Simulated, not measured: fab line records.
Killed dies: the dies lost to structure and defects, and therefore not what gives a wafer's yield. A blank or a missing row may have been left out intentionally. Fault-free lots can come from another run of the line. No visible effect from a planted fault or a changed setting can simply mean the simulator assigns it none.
Which tool did it? || flow nand-harc || Sampling: 12 lots, 36 wafers, 3 of 1159 route steps

== WHAT THE GAUGES SHOWED, per wafer ==
NHARC_A_SOURCE_PLATE_INSPECT_08.
{"lot": "L074", "measured": "day 7 23:59", "on": "defect-inspect-02", "raw-defect-count": "49 52 46"}
{"lot": "L078", "measured": "day 8 09:16", "on": "defect-inspect-01", "raw-defect-count": "26 37 71"}
{"lot": "L079", "measured": "day 8 14:16", "on": "defect-inspect-02", "raw-defect-count": "52 46 59"}
{"lot": "L081", "measured": "day 9 06:52", "on": "defect-inspect-02", "raw-defect-count": "39 29 25"}
{"lot": "L083", "measured": "day 9 23:06", "on": "defect-inspect-01", "raw-defect-count": "78 98 65"}
{"lot": "L088", "measured": "day 10 15:30", "on": "defect-inspect-01", "raw-defect-count": "54 28 49"}
{"lot": "L086", "measured": "day 10 15:30", "on": "defect-inspect-01", "raw-defect-count": "51 64 76"}
{"lot": "L089", "measured": "day 11 06:41", "on": "defect-inspect-01", "raw-defect-count": "66 62 37"}
{"lot": "L091", "measured": "day 11 13:32", "on": "defect-inspect-01", "raw-defect-count": "50 39 43"}
{"lot": "L092", "measured": "day 12 07:55", "on": "defect-inspect-02", "raw-defect-count": "37 50 50"}
{"lot": "L096", "measured": "day 12 18:59", "on": "defect-inspect-02", "raw-defect-count": "55 86 48"}
{"lot": "L097", "measured": "day 13 04:04", "on": "defect-inspect-02", "raw-defect-count": "148 81 68"}

== EACH LOT AND THE TOOL THAT RAN IT (in order: tool; ch and the chambers of the sampled wafers; start) ==
{"lot": "L074", "NHARC_P_BONDPAD_DEP_00": "pecvd-04 ch 0,1,2, day 6 21:43", "NHARC_P_BONDPAD_DESCUM_11": "rie-diel-13 ch 2,3, day 6 23:07"}
{"lot": "L078", "NHARC_P_BONDPAD_DEP_00": "pecvd-01 ch 0,1, day 7 08:50", "NHARC_P_BONDPAD_DESCUM_11": "rie-diel-05 ch 1,3, day 7 10:17"}
{"lot": "L079", "NHARC_P_BONDPAD_DEP_00": "pecvd-01 ch 0,1,2, day 7 15:16 or earlier", "NHARC_P_BONDPAD_DESCUM_11": "rie-diel-13 ch 0,1,3, day 7 15:16"}
{"lot": "L081", "NHARC_P_BONDPAD_DEP_00": "pecvd-01 ch 0,2, day 8 03:41", "NHARC_P_BONDPAD_DESCUM_11": "rie-diel-05 ch 1,2,3, day 8 04:56"}
{"lot": "L083", "NHARC_P_BONDPAD_DEP_00": "pecvd-02 ch 0,1,2, day 8 18:30 or earlier", "NHARC_P_BONDPAD_DESCUM_11": "rie-diel-13 ch 1,3, day 8 18:30"}
{"lot": "L088", "NHARC_P_BONDPAD_DEP_00": "pecvd-01 ch 1,2, day 9 10:45 or earlier", "NHARC_P_BONDPAD_DESCUM_11": "rie-diel-02 ch 0,1,2, day 9 10:45"}
{"lot": "L086", "NHARC_P_BONDPAD_DEP_00": "pecvd-01 ch 0,1,2, day 9 16:26 or earlier", "NHARC_P_BONDPAD_DESCUM_11": "rie-diel-02 ch 0,1, day 9 16:26"}
{"lot": "L089", "NHARC_P_BONDPAD_DEP_00": "pecvd-04 ch 0,2, day 10 02:32", "NHARC_P_BONDPAD_DESCUM_11": "rie-diel-13 ch 1,2,3, day 10 03:56"}
{"lot": "L091", "NHARC_P_BONDPAD_DEP_00": "pecvd-01 ch 0,2, day 10 11:10", "NHARC_P_BONDPAD_DESCUM_11": "rie-diel-13 ch 0,1, day 10 12:34"}
{"lot": "L092", "NHARC_P_BONDPAD_DEP_00": "pecvd-02 ch 0,1, day 11 06:14", "NHARC_P_BONDPAD_DESCUM_11": "rie-diel-13 ch 0,1,2, day 11 07:38"}
{"lot": "L096", "NHARC_P_BONDPAD_DEP_00": "pecvd-04 ch 1,2, day 11 15:22", "NHARC_P_BONDPAD_DESCUM_11": "rie-diel-13 ch 1,3, day 11 16:46"}
{"lot": "L097", "NHARC_P_BONDPAD_DEP_00": "pecvd-02 ch 0,1, day 11 22:09", "NHARC_P_BONDPAD_DESCUM_11": "rie-diel-13 ch 0,1,2, day 11 23:36"}
- NHARC_P_BONDPAD_DEP_00: deposits SiCN, target thk 250 nm.
- NHARC_P_BONDPAD_DESCUM_11: chemistry O2, time 3 s.

== THE ANSWER, worked out from the rows above alone ==
Rule: usual is defined by the lots themselves. The widest of any qualifying gaps counts: lots, ordered by their means at a reading, are off when they make up no more than a third of the lots, leave a main group of 4 or more, and stand apart from it by 3 or more times the standard deviation of that group's means. Not used: any main group whose means are identical at the precision the tables above print for the reading. Also off: a lot with no number at a reading for which 4 or more lots have one. Where the step has rows for the other lots, those lots are counted as sound.
Across all readings shown, no lot is off: no conclusion can be drawn from this.

== WHAT THE SIMULATOR HAD INSERTED ==
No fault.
